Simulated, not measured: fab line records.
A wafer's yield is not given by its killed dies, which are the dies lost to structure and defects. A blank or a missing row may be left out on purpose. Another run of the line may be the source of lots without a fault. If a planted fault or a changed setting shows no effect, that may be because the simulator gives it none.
Matching of chambers -- flow n5-finfet -- pecvd-03 running N5_FIN_SAQP_HM_DEP_72: 3 sister chambers
The step deposits SiO2 from SiH4/N2O, target thk 12 nm, time 7.2 s. 6 wafers are shown with their chamber, then 12 later ones without.

WAFERS WITH THEIR CHAMBER
wafer,chamber,showerhead-plenum-p-Torr (Torr),heater-power-w (W)
L077.4,1,8.18,711
L084.2,1,8.21,790
L084.3,2,8.38,766
L085.2,2,8.38,812
L085.3,0,7.98,783
L085.4,0,7.97,745

WAFERS WITHOUT THEIR CHAMBER
wafer,showerhead-plenum-p-Torr (Torr),heater-power-w (W)
L088.1,8.20,768
L088.3,7.96,774
L088.4,7.97,794
L089.3,8.22,767
L089.5,8.21,772
L089.6,8.38,817
L090.2,8.21,762
L090.5,8.20,774
L090.6,7.97,784
L095.1,8.37,838
L095.2,8.21,753
L095.4,7.99,769

THE CHAMBER EACH PASSED THROUGH
wafer,from the rows above,in truth
L088.1,1,1
L088.3,0,0
L088.4,0,0
L089.3,1,1
L089.5,1,1
L089.6,2,2
L090.2,1,1
L090.5,1,1
L090.6,0,0
L095.1,2,2
L095.2,1,1
L095.4,0,0
Placed correctly: 12 of 12. Can't be placed from these rows: 0. Number placed wrongly: 0.
How it was worked out, from the rows above alone: a wafer's distance from a chamber is the root of the sum, over the readings, of the square of ((its reading less the chamber's mean) divided by the reading's scatter). If the next closest chamber is less than 2 further off than the closest, the wafer can't be placed; otherwise it belongs to the closest. For every chamber, the mean is computed from those of its wafers that are shown. The scatter: take each reading less its chamber's mean, square it, sum over the shown wafers, divide by the number of wafers less the number of chambers, and take the root.
